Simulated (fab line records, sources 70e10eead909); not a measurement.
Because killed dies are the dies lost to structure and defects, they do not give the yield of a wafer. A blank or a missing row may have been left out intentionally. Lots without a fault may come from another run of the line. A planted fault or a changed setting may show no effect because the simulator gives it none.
Chamber matching || flow nandHarc || rieDiel-08 running NHARC_A_CONTACT_ETCH_49: 4 sister chambers
The step etches the open film in N2/H2, target depth 260 nm, time 475.3 s. 4 wafers are shown with their chamber, then 7 later ones without.

WAFERS, EACH WITH ITS CHAMBER
{"wafer": "L293.5", "chamber": 3, "rfVppV (V)": 431.8}
{"wafer": "L297.3", "chamber": 1, "rfVppV (V)": 429.9}
{"wafer": "L299.1", "chamber": 0, "rfVppV (V)": 428.0}
{"wafer": "L299.2", "chamber": 2, "rfVppV (V)": 426.4}

WAFERS MISSING THEIR CHAMBER
{"wafer": "L299.3", "rfVppV (V)": 430.1}
{"wafer": "L300.2", "rfVppV (V)": 426.7}
{"wafer": "L300.3", "rfVppV (V)": 430.0}
{"wafer": "L300.6", "rfVppV (V)": 427.1}
{"wafer": "L316.1", "rfVppV (V)": 431.5}
{"wafer": "L316.2", "rfVppV (V)": 429.6}
{"wafer": "L316.5", "rfVppV (V)": 426.2}

EACH ONE'S CHAMBER
{"wafer": "L299.3", "from the rows above": 1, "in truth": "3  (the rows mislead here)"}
{"wafer": "L300.2", "from the rows above": 2, "in truth": 2}
{"wafer": "L300.3", "from the rows above": 1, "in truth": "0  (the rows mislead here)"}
{"wafer": "L300.6", "from the rows above": "can't be placed: 2 or 0", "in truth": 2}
{"wafer": "L316.1", "from the rows above": 3, "in truth": 3}
{"wafer": "L316.2", "from the rows above": 1, "in truth": 1}
{"wafer": "L316.5", "from the rows above": 2, "in truth": 2}
Correct placement for 4 of the 7. Not placeable from these rows: 1 (in 1, the candidates include the true chamber). Placed wrongly: 2.
How it was worked out, from the rows above alone: a wafer's distance from a chamber is the root of the sum, over the readings, of the square of ((its reading less the chamber's mean) divided by the reading's scatter). If the next closest chamber is less than 2 further off than the closest, the wafer can't be placed; otherwise it belongs to the closest. A chamber's mean is the mean of its shown wafers. The scatter: root of mean squared gap, hidden wafer to nearest shown wafer, with one shown wafer a chamber.
